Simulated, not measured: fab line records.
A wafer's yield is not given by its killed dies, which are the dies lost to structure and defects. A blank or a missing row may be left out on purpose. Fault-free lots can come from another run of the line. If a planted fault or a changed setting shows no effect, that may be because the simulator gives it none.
Chamber matching || flow n5 finfet || N5_GATE_CUT_ALD_22 on ald sin-02: 4 sister chambers
The step deposits SiNx, target thk 16 nm, pulse time 1 s, ald cycles 320. 22 wafers are shown with their chamber, then 11 later ones without.

## WAFERS WITH THEIR CHAMBER
{"wafer": "L074.1", "chamber": 2, "heater power w (W)": 873, "precursor pulse height rel": 0.991}
{"wafer": "L074.4", "chamber": 3, "heater power w (W)": 816, "precursor pulse height rel": 1.004}
{"wafer": "L074.6", "chamber": 0, "heater power w (W)": 1029, "precursor pulse height rel": 1.014}
{"wafer": "L075.1", "chamber": 3, "heater power w (W)": 817, "precursor pulse height rel": 0.984}
{"wafer": "L075.4", "chamber": 2, "heater power w (W)": 856, "precursor pulse height rel": 0.998}
{"wafer": "L075.6", "chamber": 2, "heater power w (W)": 865, "precursor pulse height rel": 1.014}
{"wafer": "L079.3", "chamber": 1, "heater power w (W)": 840, "precursor pulse height rel": 0.973}
{"wafer": "L079.4", "chamber": 0, "heater power w (W)": 1036, "precursor pulse height rel": 0.987}
{"wafer": "L079.5", "chamber": 0, "heater power w (W)": 1025, "precursor pulse height rel": 1.006}
{"wafer": "L082.1", "chamber": 1, "heater power w (W)": 885, "precursor pulse height rel": 1.034}
{"wafer": "L082.4", "chamber": 0, "heater power w (W)": 1077, "precursor pulse height rel": 1.008}
{"wafer": "L082.5", "chamber": 1, "heater power w (W)": 879, "precursor pulse height rel": 1.000}
{"wafer": "L083.1", "chamber": 0, "heater power w (W)": 1041, "precursor pulse height rel": 1.041}
{"wafer": "L083.5", "chamber": 3, "heater power w (W)": 805, "precursor pulse height rel": 0.990}
{"wafer": "L083.6", "chamber": 2, "heater power w (W)": 848, "precursor pulse height rel": 1.015}
{"wafer": "L085.3", "chamber": 2, "heater power w (W)": 861, "precursor pulse height rel": 1.021}
{"wafer": "L085.4", "chamber": 0, "heater power w (W)": 1044, "precursor pulse height rel": 1.046}
{"wafer": "L085.5", "chamber": 0, "heater power w (W)": 1057, "precursor pulse height rel": 0.999}
{"wafer": "L093.3", "chamber": 1, "heater power w (W)": 836, "precursor pulse height rel": 1.008}
{"wafer": "L093.4", "chamber": 1, "heater power w (W)": 826, "precursor pulse height rel": 1.023}
{"wafer": "L093.6", "chamber": 2, "heater power w (W)": 868, "precursor pulse height rel": 0.974}
{"wafer": "L094.1", "chamber": 2, "heater power w (W)": 852, "precursor pulse height rel": 0.989}

SIGNATURES (averages over the wafers above)
{"reading": "heater power w", "chamber 0": 1044.14, "chamber 1": 853.20, "chamber 2": 860.43, "chamber 3": 812.67, "scatter within a chamber": 17.3}
{"reading": "precursor pulse height rel", "chamber 0": 1.01443, "chamber 1": 1.00760, "chamber 2": 1.00029, "chamber 3": 0.99267, "scatter within a chamber": 0.0196}
Rule: for each reading, subtract the chamber's mean from the wafer's reading, divide by that reading's scatter and square the result; add these up over the readings and take the root, which gives the wafer's distance from the chamber. The wafer belongs to the nearest chamber; if the next one is less than 2 further off, it can't be placed. The scatter: the root of (the sum of the squares of (reading less its chamber's mean) over the shown wafers, divided by (wafers less chambers)).

## WAFERS MISSING THEIR CHAMBER
{"wafer": "L094.4", "heater power w (W)": 879, "precursor pulse height rel": 0.998}
{"wafer": "L094.5", "heater power w (W)": 1057, "precursor pulse height rel": 1.018}
{"wafer": "L095.1", "heater power w (W)": 836, "precursor pulse height rel": 1.005}
{"wafer": "L095.4", "heater power w (W)": 848, "precursor pulse height rel": 0.996}
{"wafer": "L095.6", "heater power w (W)": 865, "precursor pulse height rel": 0.996}
{"wafer": "L096.3", "heater power w (W)": 894, "precursor pulse height rel": 1.009}
{"wafer": "L096.5", "heater power w (W)": 828, "precursor pulse height rel": 1.000}
{"wafer": "L096.6", "heater power w (W)": 882, "precursor pulse height rel": 0.993}
{"wafer": "L097.1", "heater power w (W)": 881, "precursor pulse height rel": 0.989}
{"wafer": "L097.2", "heater power w (W)": 1039, "precursor pulse height rel": 1.013}
{"wafer": "L097.5", "heater power w (W)": 874, "precursor pulse height rel": 1.023}

## CHAMBER TAKEN BY EACH
{"wafer": "L094.4", "from the rows above": "can't be placed: 2 or 1", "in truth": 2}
{"wafer": "L094.5", "from the rows above": 0, "in truth": 0}
{"wafer": "L095.1", "from the rows above": "can't be placed: 1 or 2 or 3", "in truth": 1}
{"wafer": "L095.4", "from the rows above": "can't be placed: 1 or 2 or 3", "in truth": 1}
{"wafer": "L095.6", "from the rows above": "can't be placed: 2 or 1", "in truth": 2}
{"wafer": "L096.3", "from the rows above": "can't be placed: 2 or 1", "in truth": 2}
{"wafer": "L096.5", "from the rows above": "can't be placed: 3 or 1 or 2", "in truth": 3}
{"wafer": "L096.6", "from the rows above": "can't be placed: 2 or 1", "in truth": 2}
{"wafer": "L097.1", "from the rows above": "can't be placed: 2 or 1", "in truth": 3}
{"wafer": "L097.2", "from the rows above": 0, "in truth": 0}
{"wafer": "L097.5", "from the rows above": "can't be placed: 2 or 1", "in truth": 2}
Placed correctly: 2 of 11. Cannot be placed on the basis of these rows: 9; the candidates contain the true chamber in 8. Wrongly placed: 0.
